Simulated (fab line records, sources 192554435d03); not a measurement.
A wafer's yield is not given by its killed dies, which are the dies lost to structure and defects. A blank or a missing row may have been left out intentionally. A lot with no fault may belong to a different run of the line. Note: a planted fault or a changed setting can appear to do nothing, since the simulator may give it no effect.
Which of the tools did it? -- flow n5 finfet -- 12 lots, 36 wafers sampled, at 2 steps of a route of 1938

== WHAT THE GAUGES READ, wafer by wafer ==
N5_BEOL_M1_OCD_MEAS_38.
lot,measured,on,trench depth nm (nm)
L076,day 7 18:01,ocd-01,55.2 55.5 56.2
L077,day 7 22:28,ocd-01,55.1 56.1 56.6
L079,day 8 06:13,ocd-02,55.1 55.3 56.3
L081,day 8 16:23,ocd-02,56.1 55.1 54.8
L083,day 9 06:18,ocd-01,53.1 54.8 54.4
L085,day 9 11:45,ocd-02,55.1 53.6 54.8
L087,day 10 00:24,ocd-02,55.9 56.0 55.0
L089,day 10 08:49,ocd-02,55.3 54.2 54.2
L091,day 11 02:56,ocd-01,54.3 55.3 53.7
L093,day 11 11:30,ocd-01,54.0 54.5 54.3
L097,day 12 06:34,ocd-01,54.7 55.6 55.0
L094,day 12 18:27,ocd-01,53.9 53.8 54.8

== TOOL THAT RAN EACH LOT (tool first, then ch and the chambers of the sampled wafers, then the start) ==
lot,N5_BEOL_M1_STRIP_36
L076,"rie diel-03 ch 0,1,3, day 7 17:49"
L077,"rie diel-03 ch 1,2, day 7 22:17"
L079,"rie diel-01 ch 0,3, day 8 06:01"
L081,"rie diel-01 ch 0,1,3, day 8 16:11"
L083,"rie diel-03 ch 0,3, day 9 06:07"
L085,"rie diel-06 ch 1,2, day 9 11:33"
L087,"rie diel-03 ch 1,3, day 10 00:12"
L089,"rie diel-06 ch 0,2,3, day 10 08:37"
L091,"rie diel-03 ch 0,1,2, day 11 02:44"
L093,"rie diel-01 ch 0,1, day 11 11:18"
L097,"rie diel-01 ch 0,1,3, day 12 06:23"
L094,"rie diel-03 ch 0,2,3, day 12 18:15"
- N5_BEOL_M1_STRIP_36: strips in N2/H2.

== THE ANSWER, worked out from the rows above alone ==
Rule: usual is defined by the lots themselves. The widest of any qualifying gaps counts: lots, ordered by their means at a reading, are off when they make up no more than a third of the lots, leave a main group of 4 or more, and stand apart from it by 3 or more times the standard deviation of that group's means. Not used: any main group whose means are identical at the precision the tables above print for the reading. A lot without any number at a reading at which 4 lots or more have one is off too. Where the step has rows for the other lots, those lots are counted as sound.
None of the lots is off at any reading shown; this tells nothing.

== WHAT THE SIMULATOR HAD INSERTED ==
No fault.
